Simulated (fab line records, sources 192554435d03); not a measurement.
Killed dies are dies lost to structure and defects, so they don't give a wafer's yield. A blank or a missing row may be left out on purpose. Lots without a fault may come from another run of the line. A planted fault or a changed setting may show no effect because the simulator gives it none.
Which tool did it? | flow n5_finfet | 12 lots, 36 wafers sampled, at 4 steps of a route of 1938

WHAT THE GAUGES READ, wafer by wafer
N5_DUMMY_GATE_CD_MEAS_15: target cd 25.8 nm.
lot  | measured    | on        | cd_nm (nm)
L075 | day 3 09:38 | cd_sem-03 | 24.74 25.12 24.99
L077 | day 3 17:21 | cd_sem-01 | 25.16 25.16 24.95
L079 | day 4 04:55 | cd_sem-01 | 25.12 25.52 25.32
L081 | day 4 18:50 | cd_sem-02 | 25.06 25.15 24.69
L083 | day 5 06:43 | cd_sem-01 | 24.83 24.92 24.21
L085 | day 5 21:25 | cd_sem-02 | 24.67 24.76 24.83
L087 | day 6 11:37 | cd_sem-02 | 25.02 24.81 24.63
L089 | day 6 17:53 | cd_sem-03 | 25.02 25.43 25.02
L091 | day 7 04:28 | cd_sem-02 | 25.04 25.07 25.42
L093 | day 7 16:14 | cd_sem-03 | 25.56 25.05 25.13
L095 | day 8 04:08 | cd_sem-01 | 24.74 25.11 25.09
L097 | day 8 16:00 | cd_sem-02 | 25.08 25.67 24.84

WHICH TOOL RAN EACH LOT (tool, then ch and the chambers of the sampled wafers, then the start)
lot  | N5_STI_FIN_REVEAL_ALD_14         | N5_STI_FIN_REVEAL_STRIP_24        | N5_STI_FIN_REVEAL_RECESS_09
L075 | ald_sin-01 ch 0,2, day 2 13:35   | rie_diel-05 ch 1,2,3, day 2 19:53 | vapor_etch-01 ch 0,1, day 2 20:38
L077 | ald_sin-01 ch 0,1,3, day 2 22:01 | rie_diel-05 ch 1,2, day 3 03:38   | vapor_etch-01 ch 0,1, day 3 03:51
L079 | ald_sin-01 ch 2,3, day 3 09:25   | rie_diel-05 ch 0,2, day 3 15:02   | vapor_etch-01 ch 0,1, day 3 15:37
L081 | ald_sin-01 ch 0,2,3, day 3 22:32 | rie_diel-05 ch 1,2,3, day 4 04:55 | vapor_etch-02 ch 0,1, day 4 05:08
L083 | ald_sin-02 ch 1,2, day 4 11:43   | rie_diel-05 ch 0,2,3, day 4 17:25 | vapor_etch-01 ch 0,1, day 4 17:37
L085 | ald_sin-04 ch 1,2,3, day 5 03:18 | rie_diel-04 ch 0,1,2, day 5 09:11 | vapor_etch-02 ch 0,1, day 5 09:24
L087 | ald_sin-02 ch 0,1,3, day 5 10:41 | rie_diel-05 ch 0,1,2, day 5 16:26 | vapor_etch-02 ch 0,1, day 5 16:39
L089 | ald_sin-01 ch 0,3, day 5 23:24   | rie_diel-04 ch 0,1,3, day 6 05:09 | vapor_etch-01 ch 0,1, day 6 05:58
L091 | ald_sin-01 ch 0,2,3, day 6 10:43 | rie_diel-05 ch 0,2, day 6 16:19   | vapor_etch-02 ch 0,1, day 6 16:32
L093 | ald_sin-04 ch 0,1,3, day 6 22:37 | rie_diel-02 ch 2,3, day 7 04:19   | vapor_etch-02 ch 0,1, day 7 04:32
L095 | ald_sin-01 ch 0,2,3, day 7 10:33 | rie_diel-04 ch 0,2,3, day 7 16:17 | vapor_etch-02 ch 0,1, day 7 16:29
L097 | ald_sin-04 ch 1,2,3, day 7 21:49 | rie_diel-04 ch 1,2,3, day 8 04:23 | vapor_etch-02 ch 0,1, day 8 04:35
- N5_STI_FIN_REVEAL_ALD_14: deposits Si3N4, target thk 3 nm.
- N5_STI_FIN_REVEAL_STRIP_24: strips in N2/H2, time 90 s.
- N5_STI_FIN_REVEAL_RECESS_09: chemistry HF/NH3, target SiO2, afs cycles 11, target depth 42.5 nm, sublimation time 60 s.

THE ANSWER, worked out from the rows above alone
Rule: what is usual is taken from the lots themselves. Put in order of their means at a reading, lots are off if they are a third of the lots or fewer, leave a main group of 4 or more, and stand apart from it by a gap of 3 or more times the standard deviation of the main group's means; of several such gaps the widest counts. A main group whose means are all the same, to the digits that the tables above print for the reading, isn't used. A lot without any number at a reading at which 4 lots or more have one is off too. The other lots that the step has rows for count as sound.
No lot is off at any reading shown: from this, nothing can be told.

WHAT THE SIMULATOR HAD PUT IN
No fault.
